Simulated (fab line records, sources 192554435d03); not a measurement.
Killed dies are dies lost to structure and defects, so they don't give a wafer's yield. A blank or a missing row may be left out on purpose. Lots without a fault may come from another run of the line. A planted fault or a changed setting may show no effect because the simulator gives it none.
fab line records | flow n5_finfet
record lots=7 wafers=21 last_day=19
route steps=1938 shown HKMG_FIN@415
lots that met no fault: from a run of the same line without faults
start_h: hours from the record's first day to the start of the lot's first wafer shown | wait_h: hours since the lot's step before | " the same as in the row above | L1.1+2: a row that stands for several wafers | - no value, or no start given | * or withheld: withheld | < > ~ a bound
route shown NAME@n: a module of which the file shows steps, and the number in the route of the first | usual: mean/standard deviation of fault-free wafers | same: alike in all rows | chamber/n: place in a boat | sites: the reading at each site | _std_site: their standard deviation | _edge_site: outer sites' mean less inner sites' | radius_mm: how far each site lies from the wafer's centre | mask NAME#n: copy n | behind: the tool/chamber that last shaped the wafer | hold: why the lot was held/for how many hours/how that ended | device: the transistor (n, p or np) that didn't switch | end of line: the same wafers' tests at the end of the route | a step without rows: its recipe alone | killed: dies lost to structure and defects at the first sort, not the wafer's yield | map: a wafer's dies, x killed, . not, _ none there
set.NAME: the setting as run; set.NAME@STEP: as run at that earlier step | model.NAME: the simulator's own value behind a step, which no gauge read
lots at some steps of the route; a table a step, a row a wafer
services: from which hour (start_h, from the record's first day; less than 0 if before it) a tool's chamber was out of use, for how many hours, and why
## steps
# step N5_HKMG_FIN_PRECLEAN_64
# recipe chemistry=dHF time_s=30 temp_c=25 dilution=withheld
# step N5_HKMG_FIN_WET_ETCH_65
# recipe chemistry=TMAH temp_c=70 conc_wt_pct=5 target=a-Si stop_on=TiN time_s=49 target_depth_nm=3
# step N5_HKMG_FIN_WET_ETCH_81
# recipe chemistry=SC1 target=TiN stop_on=HfO2 mix=1:1:5 temp_c=60 time_s=57 target_depth_nm=6
# step N5_HKMG_FIN_WET_ETCH_82
# recipe chemistry=dHCl mix=1:10000 temp_c=25 target=La2O3 stop_on=HfO2 target_depth_nm=2 dry=ipa_marangoni rinse_time_s=30 rinse_temp_c=23
# step N5_HKMG_FIN_ALD_36
# recipe material=TiN target_thk_a=10 temp_c=400 ald_precursor_family=TiCl4 ald_co_reactant=NH3 pulse_time_s=1 purge_time_s=3 co_reactant_purge_time_s=2 co_reactant_pulse_time_s=2 ald_cycles=47 pressure_torr=3
# usual heater_power_w=868/83 precursor_pulse_height_rel=1.001/0.021 susceptor_temp_C=399.98/0.21
# same ald_cycles=47
# columns lot.wafer tool chamber start_h wait_h heater_power_w precursor_pulse_height_rel susceptor_temp_C
L286.3 ald_metal-04 2 88.76 0.0 894 1.023 399.87
L286.4 " 0 " " 995 1.003 399.62
L286.5 " 3 " " 739 1.010 400.21
L294.1 ald_metal-01 1 125.71 0.0 917 0.969 399.67
L294.4 " 2 " " 886 0.991 400.00
L294.5 " 3 " " 740 0.983 400.02
L299.1 ald_metal-01 1 162.72 0.0 919 0.969 399.81
L299.4 " 2 " " 878 1.013 399.56
L299.5 " 2 " " 887 1.007 399.72
L300.1 ald_metal-01 3 170.53 0.0 756 1.010 400.17
L300.4 " 1 " " 884 0.973 400.56
L300.6 " 3 " " 782 1.032 400.18
L301.1 ald_metal-04 2 171.65 0.0 860 1.050 400.17
L301.3 " 3 " " 740 0.984 400.01
L301.5 " 1 " " 771 1.004 400.04
L304.1 ald_metal-01 2 192.58 0.0 881 0.994 400.02
L304.3 " 0 " " 846 0.959 399.95
L304.5 " 2 " " 871 1.013 400.00
L306.1 ald_metal-02 0 202.74 0.0 1003 0.966 400.27
L306.3 " 2 " " 867 1.001 399.89
L306.4 " 0 " " 1019 0.999 400.13
# step N5_HKMG_FIN_THK_MEAS_70
# recipe thk_meas_gauge=xrf reads=HfO2_of_HKMG_FIN_HK_ALD_01
# usual HK_THK=1.603/0.019
# columns lot.wafer tool chamber start_h wait_h HK_THK[nm]
L286.3 film_metro-02 - 89.05 0.2 1.615
L286.4 " - " " 1.627
L286.5 " - " " 1.585
L294.1 film_metro-02 - 125.99 0.2 1.596
L294.4 " - " " 1.614
L294.5 " - " " 1.618
L299.1 film_metro-01 - 163.00 0.2 1.595
L299.4 " - " " 1.591
L299.5 " - " " 1.605
L300.1 film_metro-02 - 170.81 0.2 1.640
L300.4 " - " " 1.635
L300.6 " - " " 1.571
L301.1 film_metro-01 - 171.93 0.2 1.586
L301.3 " - " " 1.596
L301.5 " - " " 1.577
L304.1 film_metro-02 - 192.86 0.2 1.593
L304.3 " - " " 1.590
L304.5 " - " " 1.576
L306.1 film_metro-02 - 203.02 0.2 1.617
L306.3 " - " " 1.602
L306.4 " - " " 1.579
# step N5_HKMG_FIN_PWFM_ALD_03
# recipe material=TiN target_thk_a=20 temp_c=400 ald_precursor_family=TiCl4 ald_co_reactant=NH3 pulse_time_s=1 purge_time_s=3 co_reactant_purge_time_s=2 co_reactant_pulse_time_s=2 ald_cycles=91 pressure_torr=3
# usual heater_power_w=885/96 precursor_pulse_height_rel=1.000/0.019 susceptor_temp_C=400.00/0.22
# same ald_cycles=91
# columns lot.wafer tool chamber start_h wait_h heater_power_w precursor_pulse_height_rel susceptor_temp_C
L286.3 ald_metal-04 2 89.08 0.0 872 0.989 400.05
L286.4 " 3 " " 729 1.002 400.10
L286.5 " 1 " " 755 0.982 400.20
L294.1 ald_metal-04 0 126.03 0.0 999 1.009 399.81
L294.4 " 3 " " 741 0.974 399.75
L294.5 " 0 " " 992 0.993 399.68
L299.1 ald_metal-04 1 163.04 0.0 794 0.977 399.95
L299.4 " 0 " " 1031 0.984 400.30
L299.5 " 0 " " 1014 0.990 399.73
L300.1 ald_metal-02 0 170.85 0.0 1018 0.980 400.07
L300.4 " 2 " " 864 0.987 399.82
L300.6 " 0 " " 1006 1.014 400.34
L301.1 ald_metal-02 2 171.97 0.0 863 1.012 399.78
L301.3 " 3 " " 882 1.011 400.07
L301.5 " 0 " " 1010 1.000 399.57
L304.1 ald_metal-04 1 192.90 0.0 774 0.976 400.01
L304.3 " 0 " " 1006 0.990 400.25
L304.5 " 3 " " 729 0.982 399.87
L306.1 ald_metal-01 2 203.06 0.0 861 1.016 400.05
L306.3 " 3 " " 770 1.009 399.76
L306.4 " 1 " " 916 0.995 399.81
# step N5_HKMG_FIN_COAT_29
# recipe resist=SOC temp_c=250 time_s=60 spin_rpm=1500 resist_thk_nm=300
# step N5_HKMG_FIN_COAT_30
# recipe resist=SiARC temp_c=220 time_s=60 spin_rpm=1500 resist_thk_nm=35
# step N5_HKMG_FIN_COAT_06
# recipe resist=CAR-ArF spin_rpm=1500 resist_thk_nm=90
# step N5_HKMG_FIN_EBR_08
# recipe solvent=PGMEA ebr_width_mm=1.5
# step N5_HKMG_FIN_SOFTBAKE_07
# recipe temp_c=110 time_s=60 resist=CAR-ArF
# step N5_HKMG_FIN_EXPOSE_09
# recipe mask_id=NWFM na=1.35 source_shape=conventional sigma_outer=0.8 polarization=unpolarized dose_mj=39.25
# usual exposure_dose_mJ_cm2=39.22/0.035 focus_offset_nm=0.2/0.51
# columns lot.wafer tool chamber start_h wait_h mask exposure_dose_mJ_cm2 focus_offset_nm
L286.3 arfi_scanner-02 0 89.81 - NWFM#0 39.21 0.9
L286.4 " 0 " " NWFM#0 39.20 0.7
L286.5 " 0 " " NWFM#0 39.23 -0.2
L294.1 arfi_scanner-01 0 126.74 - NWFM#0 39.24 1.2
L294.4 " 0 " " NWFM#0 39.25 0.2
L294.5 " 0 " " NWFM#0 39.16 0.2
L299.1 arfi_scanner-03 - 163.75 - NWFM#0 - -
L299.4 " - " " NWFM#0 - -
L299.5 " - " " NWFM#0 - -
L300.1 arfi_scanner-01 - 171.56 - NWFM#0 - -
L300.4 " - " " NWFM#0 - -
L300.6 " - " " NWFM#0 - -
L301.1 arfi_scanner-03 - 172.68 - NWFM#0 - -
L301.3 " - " " NWFM#0 - -
L301.5 " - " " NWFM#0 - -
L304.1 arfi_scanner-01 0 193.61 - NWFM#0 39.21 0.3
L304.3 " 0 " " NWFM#0 39.27 0.1
L304.5 " 0 " " NWFM#0 39.23 -0.3
L306.1 arfi_scanner-03 0 203.77 - NWFM#0 39.29 0.1
L306.3 " 0 " " NWFM#0 39.20 0.0
L306.4 " 0 " " NWFM#0 39.15 0.7
# step N5_HKMG_FIN_PEB_10
# recipe peb_temp_c=withheld peb_time_s=60 resist=CAR-ArF
## services
# columns tool chamber start_h hours kind
arfi_scanner-02 - 73.06 3.0 pm
ald_metal-01 0 74.13 4.7 repair
arfi_scanner-01 - 76.30 3.0 pm
ald_metal-02 0 78.36 4.6 repair
ald_metal-01 0 88.47 3.5 repair
arfi_scanner-01 - 91.20 1.0 pm
arfi_scanner-01 0 93.30 - calibration
arfi_scanner-03 - 96.25 0.8 pm
arfi_scanner-01 - 122.31 1.0 pm
arfi_scanner-02 - 123.86 1.3 pm
arfi_scanner-03 - 131.84 1.3 pm
arfi_scanner-03 - 145.15 3.9 pm
arfi_scanner-02 - 149.35 0.8 pm
arfi_scanner-01 - 156.64 0.8 pm
arfi_scanner-03 - 168.65 1.0 pm
arfi_scanner-03 0 175.08 - calibration
ald_metal-02 2 183.39 4.4 repair
arfi_scanner-01 - 189.57 1.3 pm
ald_metal-02 3 196.45 26.9 repair
## key
first_sign step=N5_HKMG_FIN_EXPOSE_09 reading=tool_record direction=missing
effect none on later readings
met_at N5_HKMG_FIN_EXPOSE_09
struck_wafers L299.1,L299.4,L299.5,L300.1,L300.4,L300.6,L301.1,L301.3,L301.5
later_rows_left_out L299.1,L299.4,L299.5,L300.1,L300.4,L300.6,L301.1,L301.3,L301.5
sort_left_out L299.1,L299.4,L299.5,L300.1,L300.4,L300.6,L301.1,L301.3,L301.5
onset_between 126.74 163.75
fault kind=skipped_step_whole tool=arfi_scanner-01,arfi_scanner-03 chamber=- onset_h=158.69 steps=N5_HKMG_FIN_EXPOSE_09 scope=struck_lots_only
# sort_left_out: the simulated sort isn't trusted on such a fault, so these wafers' sort isn't shown, and their yield isn't known
# later_rows_left_out: the simulator's readings of these wafers behind a module that went badly wrong aren't trusted and aren't shown, but for the sort
